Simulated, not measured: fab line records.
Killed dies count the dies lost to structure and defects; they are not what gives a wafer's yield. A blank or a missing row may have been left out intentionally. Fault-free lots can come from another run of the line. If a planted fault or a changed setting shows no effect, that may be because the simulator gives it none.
A struck lot beside a sound one :: flow n5-finfet :: 34 out of 1938 route steps
Sound: the wafers L625.1, L625.5, L625.6. Wafers L621.1, L621.3, L621.5 were the ones struck. The cause is named last.
Each step with rows lists, per side, the tool, then ch with its chambers, then its first start. Under that, the readings that differ: sound wafers :: struck wafers :: difference of the means :: sigmas: that difference in standard deviations of wafers without a fault.
alike: words and numbers the same on both sides, and readings whose means are apart by under 2 such deviations; not compared: readings that were withheld, readings missing a value for some wafer, numbers with overlapping values and no deviation given by the record, and bounds like >300 which may hide the same value.
The two part at a step that has a row with sigmas, a row that says differs or no value, or rows on one side only. Numbers that have no deviation but don't overlap get no sigmas and don't part them. A reading missing from all wafers of one side parts the sides only when that side holds two or more wafers.

first, 10 steps without rows for these wafers: N5_BEOL_M10_TRENCH_ETCH_37 (etches SiCOH lowk in C4F6/O2, target depth 148.83 nm, time 48 s); N5_BEOL_M10_ETCH_41 (etches SiCN in CH3F/O2, target depth 42.6 nm, time 86 s); N5_BEOL_M10_STRIP_77 (strips in N2/H2, time 10 s); N5_BEOL_M10_HM_STRIP_39 (strips TiN in peroxide tin strip, target depth 25 nm, time 158 s); N5_BEOL_M10_SRD_40 (time 30 s); N5_BEOL_M10_PRECLEAN_42 (cleans in residue remover, time 60 s); N5_BEOL_M10_SRD_43 (time 30 s); N5_BEOL_M10_CURE_72 (cures SiCOH lowk, time 120 s); N5_BEOL_M10_DEGAS_44 (time 60 s); N5_BEOL_M10_PRE_CLEAN_45 (time 30 s).
N5_BEOL_M10_ALD_74: deposits TaN, target thk 2 nm, pulse time 2 s, purge time 3 s.
  sound on ald-metal-01 ch 0,1, day 15 03:11; struck on ald-metal-03 ch 1,2,3, day 13 17:58
  alike: heater-power-w, precursor-vessel-pressure-torr
then, 22 steps without rows for these wafers: N5_BEOL_M10_SURFACE_TREAT_76; N5_BEOL_M10_CVD_75 (deposits Co from CCTBA/H2, target thk 2 nm, time 138.9 s); N5_BEOL_M10_SPUTTER_48 (material Cu, target thk 12 nm, time 2 s); N5_BEOL_M10_ECD_50 (material Cu, target thk 318 nm); N5_BEOL_M10_ANNEAL_51 (time 90 s); N5_BEOL_M10_CMP_52 (polishes, stops on SiCOH lowk, t overpolish 7 s, target thk 140 nm); N5_BEOL_M10_PRE_CLEAN_55 (time 15 s); N5_BEOL_M10_DEP_56 (deposits SiCN from 3MS/NH3, target thk 15 nm, time 26.5 s); N5_BEOL_M11_ILD_DEP_00 (deposits SiCOH lowk from DEMS/porogen, target thk 308.51 nm, time 58 s); N5_BEOL_M11_CURE_71 (cures SiCOH lowk, time 240 s); N5_BEOL_M11_PECVD_70 (deposits SiO2 from TEOS/O2, target thk 20 nm, time 22.7 s); N5_BEOL_M11_HM_DEP_02 (deposits TiN, target thk 20 nm); N5_BEOL_M11_COAT_59 (time 60 s, resist thk 100 nm); N5_BEOL_M11_COAT_60 (time 60 s, resist thk 30 nm); N5_BEOL_M11_COAT_05 (resist thk 90 nm); N5_BEOL_M11_EBR_07; N5_BEOL_M11_SOFTBAKE_06 (time 60 s); N5_BEOL_M11_EXPOSE_08 (exposes mask M11); N5_BEOL_M11_PEB_09 (peb time 60 s); N5_BEOL_M11_DEVELOP_10 (develop time 30 s); N5_BEOL_M11_DESCUM_16 (chemistry O2, time 7.9 s); N5_BEOL_M11_ETCH_61 (etches SiARC in CF4, target depth 39 nm, time 65 s).
-- the record jumps here: 2 days lie between the struck wafers' starts before and after (it left off in module BEOL_M11 and takes up again in module PASSIVATION, whose first step shown is number 1936 of the route) --
N5_PASSIVATION_PROBE_49:
  rows exist in the record for the struck wafers here (prober-02, day 15 20:01), but not for the sound ones

== WHERE THEY PART ==
N5_PASSIVATION_PROBE_49 only, going by this record.

WHY: what the simulator had put in
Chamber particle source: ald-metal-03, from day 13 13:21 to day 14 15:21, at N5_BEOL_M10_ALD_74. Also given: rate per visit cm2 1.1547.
